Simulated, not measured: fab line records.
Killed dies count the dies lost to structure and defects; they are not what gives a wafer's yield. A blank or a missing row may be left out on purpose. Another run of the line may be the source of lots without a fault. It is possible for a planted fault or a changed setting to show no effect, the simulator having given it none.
Chamber matching -- flow n5-finfet -- 4 sister chambers for N5_BEOL_M10_DESCUM_33 on rie-diel-06
The step chemistry O2, time 7.9 s. 16 wafers are shown with their chamber, then 8 later ones without.

== WAFERS PAIRED WITH THEIR CHAMBERS ==
wafer,chamber,drypump-motor-current-A (A),throttle-valve-pct (%),showerhead-plenum-p-Torr (Torr)
L079.3,0,6.01,20.21,2.03
L079.4,3,5.92,20.70,1.98
L079.5,0,6.02,20.18,2.03
L080.2,0,5.99,20.19,2.03
L080.4,2,5.53,20.36,2.10
L080.6,0,6.00,20.20,2.03
L081.2,0,6.05,20.21,2.03
L081.3,2,5.55,20.35,2.10
L081.4,3,5.92,20.70,1.98
L084.1,3,5.92,20.71,1.97
L084.3,2,5.52,20.36,2.10
L084.6,3,5.93,20.71,1.97
L088.1,2,5.56,20.38,2.09
L088.4,1,5.40,20.39,2.12
L088.5,2,5.54,20.38,2.09
L089.2,2,5.56,20.38,2.09

SIGNATURES (means of the wafers above)
reading,chamber 0,chamber 1,chamber 2,chamber 3,scatter within a chamber
drypump-motor-current-A,6.0140,5.4000,5.5433,5.9225,0.0171
throttle-valve-pct,20.1980,20.3900,20.3683,20.7050,0.0118
showerhead-plenum-p-Torr,2.0300,2.1200,2.0950,1.9750,0.00456
Rule: for each reading, subtract the chamber's mean from the wafer's reading, divide by that reading's scatter and square the result; add these up over the readings and take the root, which gives the wafer's distance from the chamber. The wafer belongs to the nearest chamber; if the next one is less than 2 further off, it can't be placed. The scatter: the root of (the sum of the squares of (reading less its chamber's mean) over the shown wafers, divided by (wafers less chambers)).

== WAFERS WITHOUT THEIR CHAMBER ==
wafer,drypump-motor-current-A (A),throttle-valve-pct (%),showerhead-plenum-p-Torr (Torr)
L089.5,5.40,20.37,2.12
L089.6,5.56,20.39,2.09
L091.1,5.55,20.40,2.09
L091.3,6.02,20.25,2.02
L091.5,5.39,20.40,2.11
L092.2,5.90,20.27,2.24
L092.4,6.02,20.26,2.02
L092.5,5.51,20.38,2.09

== EACH ONE'S CHAMBER ==
wafer,from the rows above,in truth
L089.5,1,1
L089.6,2,2
L091.1,2,2
L091.3,0,0
L091.5,1,1
L092.2,can't be placed: 2 or 1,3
L092.4,0,0
L092.5,2,2
Placed correctly: 7 of 8. From these rows, 1 cannot be placed; in 0 the true chamber is one of the candidates. Placed wrongly: 0.
